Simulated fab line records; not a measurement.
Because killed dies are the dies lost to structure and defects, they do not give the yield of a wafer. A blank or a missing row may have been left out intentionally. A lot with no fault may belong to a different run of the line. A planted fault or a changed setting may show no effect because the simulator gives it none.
Split-lot trial | flow n5 finfet | route with 1938 steps; 7 lots, 21 wafers read

## SPLIT DETAILS
At N5_DUMMY_GATE_COAT_28 (time 60 s, resist thk 10 nm), the setting spin rpm was moved away from the recipe's 1500 rpm on 8 of the 21 wafers read, by -9.5% to +10.7%. For the rest of the wafers, this setting stayed at what the recipe calls for.

The reading is taken at the split's own step.

## THE READING
underlayer_of_DUMMY_GATE_COAT_28.thk nm (the simulator's own value, which no gauge read), in nm, at N5_DUMMY_GATE_COAT_28 (time 60 s, resist thk 10 nm). No usual value for it is given in the file.

wafer  | tool, chamber at the split | spin rpm as run, rpm | against the recipe | underlayer_of_DUMMY_GATE_COAT_28.thk nm, nm | against lot-mates on the recipe
L076.1 | litho track-03, 0          | 1358                 | -9.5%              | 10.6                                        | +0.6
L076.2 | litho track-03, 0          | 1500                 | recipe             | 10                                          | -
L076.5 | litho track-03, 0          | 1500                 | recipe             | 10                                          | -
L077.2 | litho track-01, 0          | 1500                 | recipe             | 10                                          | -
L077.4 | litho track-01, 0          | 1500                 | recipe             | 10                                          | -
L077.3 | litho track-01, 0          | 1365                 | -9.0%              | 10.4                                        | +0.4
L085.2 | litho track-01, 0          | 1661                 | +10.7%             | 9.6                                         | -0.4
L085.5 | litho track-01, 0          | 1661                 | +10.7%             | 9.6                                         | -0.4
L085.3 | litho track-01, 0          | 1500                 | recipe             | 10                                          | -
L089.1 | litho track-01, 0          | 1555                 | +3.7%              | 9.8                                         | -0.2
L089.5 | litho track-01, 0          | 1555                 | +3.7%              | 9.8                                         | -0.2
L089.4 | litho track-01, 0          | 1500                 | recipe             | 10                                          | -
L094.2 | litho track-05, 0          | 1547                 | +3.1%              | 9.8                                         | -0.2
L094.6 | litho track-05, 0          | 1547                 | +3.1%              | 9.8                                         | -0.2
L094.4 | litho track-05, 0          | 1500                 | recipe             | 10                                          | -
L096.2 | litho track-05, 0          | 1500                 | recipe             | 10                                          | -
L096.5 | litho track-05, 0          | 1500                 | recipe             | 10                                          | -
L096.6 | litho track-05, 0          | 1500                 | recipe             | 10                                          | -
L097.2 | litho track-05, 0          | 1500                 | recipe             | 10                                          | -
L097.4 | litho track-05, 0          | 1500                 | recipe             | 10                                          | -
L097.5 | litho track-05, 0          | 1500                 | recipe             | 10                                          | -

THE FIT
A straight line over all 21 wafers: underlayer_of_DUMMY_GATE_COAT_28.thk nm changes by -0.0463 nm for each +1% of spin rpm; r = -0.97; the points scatter about the line by 0.052 nm.
The same after taking each lot's own level away (the mean of its wafers on the recipe; 21 wafers): -0.0463 nm for each +1%; r = -0.97; scatter 0.052 nm.
On that fit, the largest move of spin rpm shifts the reading by 0.5 nm.
The lots' own levels span 10.00 to 10.00 nm.
The two slopes agree, so the slope changes little with the lot-to-lot level.
Check: with one of the wafers moved furthest among these (+10.7%) left out of the fit, the line predicts -0.523 nm for it against its lot-mates. Against them it came out at -0.4 nm.

## FURTHER SPLITS ON THESE WAFERS
Before the reading, these wafers also passed through other splits. Each is held against what the fit with the lots' levels taken away leaves over:
other split on the same wafers | wafers away from the commonest value | r with underlayer_of_DUMMY_GATE_COAT_28.thk nm (lot level and that fit taken away)
N5_FIN_SAQP_COAT_49 spin rpm   | 8                                    | -0.36
N5_FIN_SAQP_EXPOSE_13 dose mj  | 7                                    | -0.11
N5_FIN_SAQP_FIN_ETCH_36 bias w | 6                                    | +0.20
N5_FIN_CUT_COAT_19 spin rpm    | 6                                    | +0.07
N5_DUMMY_GATE_HM_DEP_06 time s | 12                                   | -0.01

## THE FILE'S OWN FIT
underlayer_of_DUMMY_GATE_COAT_28.thk nm changes by -0.0483 nm for each +1% of spin rpm, r = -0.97.
